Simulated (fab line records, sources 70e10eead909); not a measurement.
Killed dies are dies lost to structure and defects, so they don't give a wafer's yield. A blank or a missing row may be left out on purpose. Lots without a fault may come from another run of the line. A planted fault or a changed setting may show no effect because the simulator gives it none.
Chamber matching | flow nand_harc | NHARC_P_M1_ETCH_35 on rie_diel-13: 4 sister chambers
The step etches the open film in N2/H2, target depth 40 nm, overetch 12 nm, time 43.94 s. 4 wafers are shown with their chamber, then 7 later ones without.

WAFERS WITH THEIR CHAMBER
wafer  | chamber | drypump_motor_current_A (A)
L074.2 | 0       | 6.1
L078.4 | 1       | 6.0
L081.3 | 3       | 6.7
L081.5 | 2       | 5.9

WAFERS WITHOUT THEIR CHAMBER
wafer  | drypump_motor_current_A (A)
L081.6 | 6.7
L085.2 | 5.9
L085.3 | 6.0
L085.5 | 6.1
L095.3 | 6.6
L095.5 | 5.9
L095.6 | 6.6

WHICH CHAMBER EACH WENT THROUGH
wafer  | from the rows above          | in truth
L081.6 | 3                            | 3
L085.2 | can't be placed: 2 or 1      | 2
L085.3 | can't be placed: 1 or 0 or 2 | 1
L085.5 | can't be placed: 0 or 1      | 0
L095.3 | 3                            | 3
L095.5 | can't be placed: 2 or 1      | 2
L095.6 | 3                            | 3
Placed correctly: 3 of 7. Can't be placed from these rows: 4 (the true chamber is among the candidates in 4). Placed wrongly: 0.
How it was worked out, from the rows above alone: a wafer's distance from a chamber is the root of the sum, over the readings, of the square of ((its reading less the chamber's mean) divided by the reading's scatter). The wafer belongs to the nearest chamber; if the next one is less than 2 further off, it can't be placed. A chamber's mean is the mean of its shown wafers. The scatter: with one shown wafer a chamber, the root of the mean of the squares of how far each hidden wafer lies from its nearest shown one.
